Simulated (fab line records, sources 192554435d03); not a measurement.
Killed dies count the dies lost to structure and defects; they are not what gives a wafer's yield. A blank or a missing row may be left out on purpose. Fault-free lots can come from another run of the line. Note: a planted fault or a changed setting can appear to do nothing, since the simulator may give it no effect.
Which of the tools did it?	flow n5-finfet	Sampling: 24 lots, 72 wafers, 6 of 1938 route steps

== WHAT EACH GAUGE READ, for each wafer ==
N5_BEOL_M5_CD_MEAS_28: target cd 30.6 nm, target cd y 20 nm. Usual: cd-nm at 30.61 nm, with a standard deviation of 0.27.
lot	measured	on	cd-nm (nm)	flag
L074	day 7 22:05	cd-sem-01	30.64 30.34 30.34	
L075	day 8 06:07	cd-sem-01	30.81 30.93 30.85	
L076	day 8 23:52	cd-sem-01	30.26 30.15 30.50	
L077	day 9 16:45	cd-sem-02	30.21 30.64 30.36	
L080	day 9 16:34	cd-sem-03	30.58 30.80 31.12	
L079	day 9 22:10	cd-sem-02	30.34 31.38 30.73	
L078	day 9 21:23	cd-sem-02	30.40 30.54 30.52	
L082	day 9 23:26	cd-sem-02	30.54 30.65 30.06	
L083	day 10 04:30	cd-sem-02	30.73 30.66 30.80	
L081	day 10 12:35	cd-sem-01	30.86 30.63 30.53	
L084	day 11 03:28	cd-sem-02	30.64 30.90 30.94	
L085	day 11 07:23	cd-sem-02	30.27 30.35 30.26	
L086	day 11 16:03	cd-sem-01	30.59 30.92 30.76	
L087	day 12 00:58	cd-sem-03	30.37 30.68 30.58	
L088	day 12 00:55	cd-sem-01	30.91 30.45 30.27	
L089	day 12 17:59	cd-sem-01	30.71 30.57 30.53	
L091	day 12 19:55	cd-sem-02	30.88 30.78 30.97	
L090	day 12 19:57	cd-sem-01	30.73 30.63 30.55	
L092	day 12 20:32	cd-sem-01	31.01 30.98 31.03	
L093	day 13 03:46	cd-sem-01	30.36 30.56 30.31	
L094	day 13 14:01	cd-sem-02	30.28 30.68 30.52	
L095	day 14 00:52	cd-sem-01	30.45 30.38 30.42	
L096	day 14 07:22	cd-sem-03	30.93 30.74 30.44	
L097	day 14 07:28	cd-sem-01	30.97 31.10 30.65	

== EACH LOT AND THE TOOL THAT RAN IT (in order: tool; ch and the chambers of the sampled wafers; start) ==
lot	N5_BEOL_M4_ETCHBACK_99	N5_BEOL_M4_SPUTTER_79	N5_BEOL_M4_SPUTTER_81	N5_BEOL_M5_ETCH_62	N5_BEOL_M5_STRIP_19
L074	rie-diel-04 ch 0,1,2, day 7 12:46	pvd-sputter-03, day 7 14:31	pvd-sputter-03, day 7 14:44	rie-diel-01 ch 1,2,3, day 7 21:06	rie-diel-06 ch 2,3, day 7 21:29
L075	rie-diel-04 ch 1,2,3, day 7 18:50	pvd-sputter-01, day 7 20:34	pvd-sputter-01, day 7 20:47	rie-diel-06 ch 0,2,3, day 8 05:19	rie-diel-06 ch 0,1,2, day 8 05:36
L076	rie-diel-02 ch 0,3, day 8 13:57	pvd-sputter-01, day 8 15:53	pvd-sputter-01, day 8 16:06	rie-diel-01 ch 0,1,2, day 8 22:47	rie-diel-01 ch 0,1, day 8 23:29
L077	rie-diel-03 ch 0,1,3, day 9 07:34	pvd-sputter-02, day 9 09:38	pvd-sputter-02, day 9 09:52	rie-diel-05 ch 2,3, day 9 14:51	rie-diel-01 ch 1,2,3, day 9 15:16
L080	rie-diel-02 ch 0,2,3, day 9 07:58	pvd-sputter-01, day 9 10:11	pvd-sputter-01, day 9 10:24	rie-diel-01 ch 0,1,2, day 9 15:07	rie-diel-01 ch 0,2, day 9 15:24
L079	rie-diel-04 ch 0,3, day 9 08:03	pvd-sputter-02, day 9 11:29	pvd-sputter-02, day 9 11:42	rie-diel-01 ch 1,2,3, day 9 17:59	rie-diel-01 ch 0,1,2, day 9 18:25
L078	rie-diel-02 ch 0,2,3, day 9 12:22	pvd-sputter-01, day 9 14:04	pvd-sputter-01, day 9 14:17	rie-diel-01 ch 1,2, day 9 18:58	rie-diel-01 ch 1,2, day 9 19:14
L082	rie-diel-02 ch 0,2,3, day 9 14:05	pvd-sputter-03, day 9 15:31	pvd-sputter-03, day 9 15:44	rie-diel-05 ch 0,2,3, day 9 22:07	rie-diel-06 ch 3, day 9 22:35
L083	rie-diel-02 ch 0,2,3, day 9 16:55	pvd-sputter-03, day 9 18:32	pvd-sputter-03, day 9 18:46	rie-diel-05 ch 0,1,2, day 10 00:05	rie-diel-01 ch 0,3, day 10 00:24
L081	rie-diel-02 ch 0,2,3, day 10 00:05	pvd-sputter-03, day 10 01:46	pvd-sputter-03, day 10 01:59	rie-diel-06 ch 1,2,3, day 10 10:45	rie-diel-06 ch 2,3, day 10 11:02
L084	rie-diel-02 ch 1,2,3, day 10 18:32	pvd-sputter-03, day 10 20:20	pvd-sputter-03, day 10 20:34	rie-diel-01 ch 0,2,3, day 11 02:39	rie-diel-06 ch 1,2,3, day 11 02:56
L085	rie-diel-04 ch 0,1, day 10 20:56	pvd-sputter-02, day 10 22:59	pvd-sputter-02, day 10 23:13	rie-diel-05 ch 0,1, day 11 04:53	rie-diel-05 ch 0,1,2, day 11 05:21
L086	rie-diel-03 ch 0,3, day 11 04:39	pvd-sputter-01, day 11 06:43	pvd-sputter-01, day 11 06:56	rie-diel-06 ch 0,1,3, day 11 13:45	rie-diel-06 ch 0,1,2, day 11 14:11
L087	rie-diel-04 ch 1,2, day 11 13:32	pvd-sputter-03, day 11 15:10	pvd-sputter-03, day 11 15:23	rie-diel-01 ch 0,2,3, day 11 21:54	rie-diel-01 ch 2,3, day 11 22:11
L088	rie-diel-03 ch 0,1,3, day 11 16:39	pvd-sputter-01, day 11 18:24	pvd-sputter-01, day 11 18:37	rie-diel-01 ch 1,2,3, day 11 23:48	rie-diel-05 ch 0,1,2, day 12 00:05
L089	rie-diel-03 ch 0,3, day 12 07:04	pvd-sputter-01, day 12 09:53	pvd-sputter-01, day 12 10:06	rie-diel-06 ch 1,2,3, day 12 17:05	rie-diel-05 ch 2,3, day 12 17:31
L091	rie-diel-03 ch 0,1, day 12 08:31	pvd-sputter-03, day 12 10:37	pvd-sputter-03, day 12 10:50	rie-diel-05 ch 0,2,3, day 12 17:20	rie-diel-05 ch 2,3, day 12 17:37
L090	rie-diel-04 ch 0,1,3, day 12 08:46	pvd-sputter-01, day 12 11:50	pvd-sputter-01, day 12 12:04	rie-diel-05 ch 0,2,3, day 12 18:03	rie-diel-01 ch 1,3, day 12 18:28
L092	rie-diel-03 ch 0,1,2, day 12 12:04	pvd-sputter-03, day 12 14:11	pvd-sputter-03, day 12 14:25	rie-diel-06 ch 0,1,2, day 12 19:45	rie-diel-01 ch 0,1,2, day 12 20:04
L093	rie-diel-02 ch 2,3, day 12 16:01	pvd-sputter-01, day 12 18:08	pvd-sputter-01, day 12 18:21	rie-diel-01 ch 2,3, day 13 02:26	rie-diel-05 ch 0,2, day 13 02:44
L094	rie-diel-03 ch 1,2, day 13 05:48	pvd-sputter-03, day 13 08:06	pvd-sputter-03, day 13 08:19	rie-diel-06 ch 0,1, day 13 13:12	rie-diel-06 ch 2,3, day 13 13:29
L095	rie-diel-02 ch 2,3, day 13 13:19	pvd-sputter-02, day 13 15:26	pvd-sputter-02, day 13 15:39	rie-diel-06 ch 0,2,3, day 13 21:43	rie-diel-01 ch 0,1,2, day 13 22:01
L096	rie-diel-02 ch 1,2,3, day 13 21:17	pvd-sputter-03, day 13 23:32	pvd-sputter-03, day 13 23:46	rie-diel-01 ch 0,2,3, day 14 06:04	rie-diel-01 ch 0,3, day 14 06:25
L097	rie-diel-02 ch 2,3, day 13 21:47	pvd-sputter-01, day 13 23:56	pvd-sputter-01, day 14 00:09	rie-diel-06 ch 1,2, day 14 06:19	rie-diel-05 ch 0,1, day 14 06:50
- N5_BEOL_M4_ETCHBACK_99: etches SiO2 in CHF3, target depth 5 nm, time 10.4 s.
- N5_BEOL_M4_SPUTTER_79: material Cu, target thk 4.5 nm, time 8.29 s.
- N5_BEOL_M4_SPUTTER_81: material Cu, target thk 4.5 nm, time 8.29 s.
- N5_BEOL_M5_ETCH_62: etches SOC in N2/H2, target depth 75 nm, overetch 15 nm, time 112.5 s.
- N5_BEOL_M5_STRIP_19: strips in O2.

== AS READ BY THE TOOLS THEMSELVES (means over the sampled wafers that have a number; for cases with no such wafer, the mark the record gives instead) ==
N5_BEOL_M4_ETCHBACK_99. Usual: drypump-motor-current-A 5.7 A, standard deviation 0.47; oes-product-au 0.79 a.u., standard deviation 0.1; rf-vpp-V 243 V, standard deviation 5.4; showerhead-plenum-p-Torr 2.17 Torr, standard deviation 0.081; throttle-valve-pct 17.03 %, standard deviation 0.2.
lot	tool	drypump-motor-current-A (A)	oes-product-au (a.u.)	rf-vpp-V (V)	showerhead-plenum-p-Torr (Torr)	throttle-valve-pct (%)	flag
L074	rie-diel-04	6.2	0.68	240	2.06	17.22	
L075	rie-diel-04	6.1	0.76	243	2.12	17.13	
L076	rie-diel-02	5.4	0.72	242	2.07	16.96	
L077	rie-diel-03	5.5	0.84	238	2.19	16.86	
L080	rie-diel-02	5.4	0.71	242	2.13	17.15	
L079	rie-diel-04	6.5	0.89	249	2.24	17.11	
L078	rie-diel-02	5.4	0.72	242	2.13	17.17	
L082	rie-diel-02	5.4	0.72	242	2.13	17.16	
L083	rie-diel-02	5.4	0.71	243	2.13	17.17	
L081	rie-diel-02	5.4	0.71	243	2.13	17.17	
L084	rie-diel-02	5.7	0.70	245	2.20	17.27	
L085	rie-diel-04	6.6	0.91	245	2.23	16.91	
L086	rie-diel-03	5.7	0.85	234	2.24	16.95	
L087	rie-diel-04	6.1	0.95	238	2.16	16.71	
L088	rie-diel-03	5.5	0.81	238	2.19	16.89	
L089	rie-diel-03	5.7	0.84	235	2.23	16.98	
L091	rie-diel-03	5.5	0.75	242	2.13	16.90	
L090	rie-diel-04	6.5	0.87	245	2.19	16.98	
L092	rie-diel-03	5.4	0.75	244	2.14	16.89	
L093	rie-diel-02	5.3	0.90	242	2.19	17.10	
L094	rie-diel-03	5.3	0.77	242	2.15	16.83	
L095	rie-diel-02	5.5	0.78	242	2.17	17.19	
L096	rie-diel-02	5.7	0.87	245	2.19	17.02	
L097	rie-diel-02	5.3	0.86	241	2.19	17.13	

N5_BEOL_M4_SPUTTER_79. Usual: throttle-valve-pct at 29.8 %, with a standard deviation of 1.1.
lot	tool	throttle-valve-pct (%)	flag
L074	pvd-sputter-03	29.0	
L075	pvd-sputter-01	30.4	
L076	pvd-sputter-01	29.9	
L077	pvd-sputter-02	31.4	
L080	pvd-sputter-01	28.8	
L079	pvd-sputter-02	29.3	
L078	pvd-sputter-01	29.9	
L082	pvd-sputter-03	29.2	
L083	pvd-sputter-03	28.7	
L081	pvd-sputter-03	29.2	
L084	pvd-sputter-03	28.9	
L085	pvd-sputter-02	30.7	
L086	pvd-sputter-01	29.9	
L087	pvd-sputter-03	29.6	
L088	pvd-sputter-01	29.5	
L089	pvd-sputter-01	30.0	
L091	pvd-sputter-03	29.7	
L090	pvd-sputter-01	30.7	
L092	pvd-sputter-03	29.5	
L093	pvd-sputter-01	29.5	
L094	pvd-sputter-03	28.9	
L095	pvd-sputter-02	29.7	
L096	pvd-sputter-03	29.5	
L097	pvd-sputter-01	30.7	

N5_BEOL_M4_SPUTTER_81. Usual: throttle-valve-pct at 29.9 %, with a standard deviation of 1.1.
lot	tool	throttle-valve-pct (%)	flag
L074	pvd-sputter-03	29.1	
L075	pvd-sputter-01	30.4	
L076	pvd-sputter-01	30.0	
L077	pvd-sputter-02	31.4	
L080	pvd-sputter-01	28.8	
L079	pvd-sputter-02	29.6	
L078	pvd-sputter-01	29.9	
L082	pvd-sputter-03	28.9	
L083	pvd-sputter-03	28.8	
L081	pvd-sputter-03	29.0	
L084	pvd-sputter-03	29.1	
L085	pvd-sputter-02	30.7	
L086	pvd-sputter-01	29.9	
L087	pvd-sputter-03	29.7	
L088	pvd-sputter-01	29.5	
L089	pvd-sputter-01	29.9	
L091	pvd-sputter-03	30.0	
L090	pvd-sputter-01	30.7	
L092	pvd-sputter-03	29.5	
L093	pvd-sputter-01	29.6	
L094	pvd-sputter-03	29.0	
L095	pvd-sputter-02	29.8	
L096	pvd-sputter-03	29.6	
L097	pvd-sputter-01	30.7	

N5_BEOL_M5_ETCH_62. Usual: drypump-motor-current-A 5.9 A, standard deviation 0.44; oes-product-au 0.60 a.u., standard deviation 0.057; rf-vpp-V 524.6 V, standard deviation 2.8; showerhead-plenum-p-Torr 2.57 Torr, standard deviation 0.096; throttle-valve-pct 17.79 %, standard deviation 0.21.
lot	tool	drypump-motor-current-A (A)	oes-product-au (a.u.)	rf-vpp-V (V)	showerhead-plenum-p-Torr (Torr)	throttle-valve-pct (%)	flag
L074	rie-diel-01	6.1	0.59	525.7	2.57	17.60	
L075	rie-diel-06	5.9	0.58	523.1	2.49	17.97	
L076	rie-diel-01	6.0	0.61	524.7	2.59	17.61	
L077	rie-diel-05	5.7	0.55	526.2	2.63	18.01	
L080	rie-diel-01	6.1	0.61	524.3	2.59	17.62	
L079	rie-diel-01	6.2	0.58	524.3	2.57	17.62	
L078	rie-diel-01	6.3	0.58	522.9	2.50	17.57	
L082	rie-diel-05	5.6	0.56	524.5	2.56	18.04	
L083	rie-diel-05	5.7	0.56	522.0	2.48	17.87	
L081	rie-diel-06	6.2	0.62	524.3	2.56	17.82	
L084	rie-diel-01	5.9	0.59	525.0	2.58	17.81	
L085	rie-diel-05	5.9	0.56	520.7	2.41	17.72	
L086	rie-diel-06	5.7	0.67	526.1	2.62	17.88	
L087	rie-diel-01	5.8	0.58	524.0	2.58	17.82	
L088	rie-diel-01	6.1	0.57	523.7	2.56	17.65	
L089	rie-diel-06	6.1	0.60	524.5	2.55	17.85	
L091	rie-diel-05	5.6	0.63	525.0	2.55	17.92	
L090	rie-diel-05	5.6	0.63	525.0	2.55	17.92	
L092	rie-diel-06	5.7	0.64	524.6	2.59	17.79	
L093	rie-diel-01	6.0	0.56	523.2	2.55	17.83	
L094	rie-diel-06	5.2	0.69	527.4	2.65	17.83	
L095	rie-diel-06	5.9	0.62	525.3	2.58	17.88	
L096	rie-diel-01	5.9	0.57	525.7	2.57	17.84	
L097	rie-diel-06	6.2	0.58	523.0	2.52	17.79	

N5_BEOL_M5_STRIP_19. Usual: drypump-motor-current-A 5.9 A, standard deviation 0.39; oes-product-au 0.77 a.u., standard deviation 0.076; rf-vpp-V 3.6 V, standard deviation 0.44; showerhead-plenum-p-Torr 2.12 Torr, standard deviation 0.079; throttle-valve-pct 16.66 %, standard deviation 0.19.
lot	tool	drypump-motor-current-A (A)	oes-product-au (a.u.)	rf-vpp-V (V)	showerhead-plenum-p-Torr (Torr)	throttle-valve-pct (%)	flag
L074	rie-diel-06	6.3	0.78	3.9	2.11	16.64	
L075	rie-diel-06	5.7	0.76	3.6	2.07	16.85	
L076	rie-diel-01	6.0	0.79	3.7	2.21	16.51	
L077	rie-diel-01	6.1	0.74	3.8	2.12	16.52	
L080	rie-diel-01	5.7	0.79	3.6	2.14	16.67	
L079	rie-diel-01	6.1	0.77	3.6	2.14	16.56	
L078	rie-diel-01	6.4	0.74	3.3	2.06	16.48	
L082	rie-diel-06	6.3	0.79	3.7	2.11	16.64	
L083	rie-diel-01	5.6	0.75	3.3	2.18	16.68	
L081	rie-diel-06	6.3	0.76	3.7	2.11	16.67	
L084	rie-diel-06	6.1	0.76	3.7	2.11	16.65	
L085	rie-diel-05	5.7	0.81	3.4	2.05	16.62	
L086	rie-diel-06	5.7	0.84	3.4	2.15	16.73	
L087	rie-diel-01	6.2	0.71	3.6	2.05	16.58	
L088	rie-diel-05	5.7	0.79	3.6	2.04	16.62	
L089	rie-diel-05	5.7	0.86	3.9	2.16	16.65	
L091	rie-diel-05	5.7	0.86	4.2	2.16	16.66	
L090	rie-diel-01	5.9	0.73	3.7	2.16	16.59	
L092	rie-diel-01	6.0	0.75	4.0	2.13	16.60	
L093	rie-diel-05	5.5	0.80	3.8	2.05	16.81	
L094	rie-diel-06	6.3	0.74	3.7	2.10	16.72	
L095	rie-diel-01	6.1	0.74	3.7	2.13	16.63	
L096	rie-diel-01	5.6	0.72	3.0	2.17	16.72	
L097	rie-diel-05	5.7	0.81	3.9	2.08	16.65	

== THE ANSWER, worked out from the rows above alone ==
Rule: take the mean of a lot's wafers that have a number; if it is more than 3 standard deviations from the usual mean, the lot is off. A lot without any number at a reading at which 4 lots or more have one is off too. Any other lot the step has rows for is counted as sound. The gauges are gone through in route order, then the tools' own readings, and for those a lot's mean is taken as printed above. The first step at which some lot is off is used, and at that step the reading that is off furthest; a lot without a number counts as furthest.
Nothing can be told from this: no lot is off at any reading shown.

== WHAT THE SIMULATOR HAD PUT IN ==
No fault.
